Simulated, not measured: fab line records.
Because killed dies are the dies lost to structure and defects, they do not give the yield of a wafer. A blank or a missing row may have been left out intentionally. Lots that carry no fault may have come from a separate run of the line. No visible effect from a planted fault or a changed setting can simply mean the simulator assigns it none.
Chamber matching + flow n5_finfet + rie_diel-06 running N5_BEOL_M2_ETCH_69: 4 sister chambers
The step etches SiARC in CF4, target depth 15.6 nm, time 26 s. 16 wafers are shown with their chamber, then 8 later ones without.

WAFERS PAIRED WITH THEIR CHAMBERS
| wafer  | chamber | drypump_motor_current_A (A) | showerhead_plenum_p_Torr (Torr) | oes_product_au (a.u.) |
|--------|---------|-----------------------------|---------------------------------|-----------------------|
| L075.1 | 2       | 6.3                         | 2.11                            | 0.59                  |
| L075.3 | 1       | 6.6                         | 2.20                            | 0.63                  |
| L075.4 | 1       | 6.6                         | 2.20                            | 0.63                  |
| L077.1 | 2       | 6.3                         | 2.11                            | 0.59                  |
| L077.3 | 0       | 5.7                         | 2.22                            | 0.59                  |
| L077.6 | 2       | 6.3                         | 2.11                            | 0.59                  |
| L084.2 | 2       | 6.3                         | 2.10                            | 0.59                  |
| L084.3 | 0       | 5.8                         | 2.21                            | 0.59                  |
| L084.5 | 1       | 6.6                         | 2.20                            | 0.61                  |
| L085.3 | 2       | 6.3                         | 2.10                            | 0.59                  |
| L085.5 | 3       | 5.3                         | 2.27                            | 0.79                  |
| L085.6 | 2       | 6.3                         | 2.10                            | 0.58                  |
| L089.1 | 1       | 6.6                         | 2.19                            | 0.60                  |
| L089.5 | 0       | 5.8                         | 2.21                            | 0.57                  |
| L089.6 | 1       | 6.6                         | 2.19                            | 0.60                  |
| L092.3 | 0       | 5.7                         | 2.21                            | 0.58                  |

SIGNATURES, as means of the wafers listed above
| reading                  | chamber 0 | chamber 1 | chamber 2 | chamber 3 | scatter within a chamber |
|--------------------------|-----------|-----------|-----------|-----------|--------------------------|
| drypump_motor_current_A  | 5.750     | 6.600     | 6.300     | 5.300     | 0.0289                   |
| showerhead_plenum_p_Torr | 2.2125    | 2.1960    | 2.1050    | 2.2700    | 0.00536                  |
| oes_product_au           | 0.5825    | 0.6140    | 0.5883    | 0.7900    | 0.0103                   |
Rule: distance of a wafer from a chamber = root of the sum over the readings of ((wafer's reading minus chamber's mean) / reading's scatter) squared. The wafer belongs to the nearest chamber; if the next one is less than 2 further off, it can't be placed. How the scatter is found: for the shown wafers, subtract from each reading the mean of its chamber, square and add these, divide the total by (wafers less chambers), then take the root.

WAFERS WHOSE CHAMBER IS MISSING
| wafer  | drypump_motor_current_A (A) | showerhead_plenum_p_Torr (Torr) | oes_product_au (a.u.) |
|--------|-----------------------------|---------------------------------|-----------------------|
| L092.4 | 6.6                         | 2.19                            | 0.60                  |
| L092.6 | 5.7                         | 2.21                            | 0.59                  |
| L095.2 | 5.4                         | 2.27                            | 0.77                  |
| L095.4 | 6.3                         | 2.10                            | 0.81                  |
| L095.6 | 5.4                         | 2.27                            | 0.76                  |
| L096.1 | 5.7                         | 2.20                            | 0.57                  |
| L096.5 | 5.4                         | 2.27                            | 0.76                  |
| L096.6 | 6.3                         | 2.10                            | 0.81                  |

THE CHAMBER EACH PASSED THROUGH
| wafer  | from the rows above | in truth |
|--------|---------------------|----------|
| L092.4 | 1                   | 1        |
| L092.6 | 0                   | 0        |
| L095.2 | 3                   | 3        |
| L095.4 | 2                   | 2        |
| L095.6 | 3                   | 3        |
| L096.1 | 0                   | 0        |
| L096.5 | 3                   | 3        |
| L096.6 | 2                   | 2        |
Correctly placed: 8 of 8. Left unplaced by these rows: 0. Number placed wrongly: 0.
